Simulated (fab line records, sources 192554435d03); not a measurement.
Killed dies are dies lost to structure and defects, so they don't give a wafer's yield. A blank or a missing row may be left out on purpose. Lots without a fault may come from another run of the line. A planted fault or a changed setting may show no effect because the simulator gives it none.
Split-lot experiment | flow n5_finfet | 7 lots, 21 wafers read, on a route of 1938 steps

THE SPLIT
At N5_PASSIVATION_EXPOSE_41 (exposes mask PASS OPEN, defocus 0 nm, target cd 40000 nm), the setting dose_mj was moved away from the recipe's 57.25 on 10 of the 21 wafers read, by -5.0% to +6.4%. The other wafers ran this setting at the recipe's value.

FROM THE SPLIT TO THE READING: what the file shows between them, 3 steps
- N5_PASSIVATION_PEB_42
- N5_PASSIVATION_DEVELOP_43: develop time 60 s
- N5_PASSIVATION_HARDBAKE_45: time 120 s

THE READING
cd_nm, in nm, at N5_PASSIVATION_CD_MEAS_44 (target cd 40000 nm). Fault-free wafers of this fab line usually give 40000 nm, standard deviation 4.2 nm.

wafer  | tool, chamber at the split | dose_mj as run | against the recipe | cd_nm, nm | against lot-mates on the recipe
L078.1 | krf_scanner-02, 0          | 57.25          | recipe             | 39992     | -
L078.4 | krf_scanner-02, 0          | 57.25          | recipe             | 39994     | -
L078.5 | krf_scanner-02, 0          | 57.25          | recipe             | 40000     | -
L085.2 | krf_scanner-01, 0          | 57.25          | recipe             | 39997     | -
L085.4 | krf_scanner-01, 0          | 57.25          | recipe             | 39991     | -
L085.6 | krf_scanner-01, 0          | 57.25          | recipe             | 39998     | -
L086.1 | krf_scanner-02, 0          | 60.94          | +6.4%              | 40022     | +22
L086.3 | krf_scanner-02, 0          | 57.25          | recipe             | 40000     | -
L086.6 | krf_scanner-02, 0          | 60.94          | +6.4%              | 40020     | +20
L087.2 | krf_scanner-02, 0          | 57.25          | recipe             | 40004     | -
L087.3 | krf_scanner-02, 0          | 55.27          | -3.5%              | 39986     | -18
L087.6 | krf_scanner-02, 0          | 55.27          | -3.5%              | 39990     | -14
L091.2 | krf_scanner-02, 0          | 58.94          | +3.0%              | 40005     | +3
L091.3 | krf_scanner-02, 0          | 57.25          | recipe             | 40002     | -
L091.4 | krf_scanner-02, 0          | 58.94          | +3.0%              | 40013     | +11
L095.1 | krf_scanner-01, 0          | 57.25          | recipe             | 40003     | -
L095.2 | krf_scanner-01, 0          | 54.36          | -5.0%              | 39989     | -14
L095.3 | krf_scanner-01, 0          | 54.36          | -5.0%              | 39993     | -10
L097.1 | krf_scanner-01, 0          | 60.85          | +6.3%              | 40024     | +25
L097.2 | krf_scanner-01, 0          | 60.85          | +6.3%              | 40021     | +22
L097.4 | krf_scanner-01, 0          | 57.25          | recipe             | 39999     | -

THE FIT
A straight line over all 21 wafers: cd_nm changes by +3.07 nm for each +1% of dose_mj; r = +0.92; the points scatter about the line by 4.5 nm.
The same after taking each lot's own level away (the mean of its wafers on the recipe; 21 wafers): +3.3 nm for each +1%; r = +0.96; scatter 3.5 nm.
On that fit, the largest move of dose_mj shifts the reading by 21 nm.
The lots' own levels span 39995.3 to 40004.0 nm, that is 2.1 times the standard deviation above.
So the lot-to-lot level changes the slope little: the two slopes agree.
Check: with one of the wafers moved furthest among these (+6.4%) left out of the fit, the line predicts +21.1 nm for it against its lot-mates. It came out at +22 nm against them.

OTHER SPLITS ON THESE WAFERS
These wafers also went through other splits before the reading. Each is held against what the fit with the lots' levels taken away leaves over:
other split on the same wafers           | wafers away from the commonest value | r with cd_nm (lot level and that fit taken away)
N5_BEOL_M14_TRENCH_ETCH_34 time_s        | 9                                    | -0.15
N5_BEOL_M15_COAT_22 spin_rpm             | 4                                    | -0.08
N5_BEOL_M15_PEB_26 peb_temp_c            | 8                                    | -0.66
N5_PASSIVATION_EXPOSE_27 dose_mj         | 11                                   | +0.38
N5_PASSIVATION_DEVELOP_29 develop_time_s | 5                                    | +0.23

THE FILE'S OWN FIT
cd_nm changes by +3.31 nm for each +1% of dose_mj, r = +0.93.
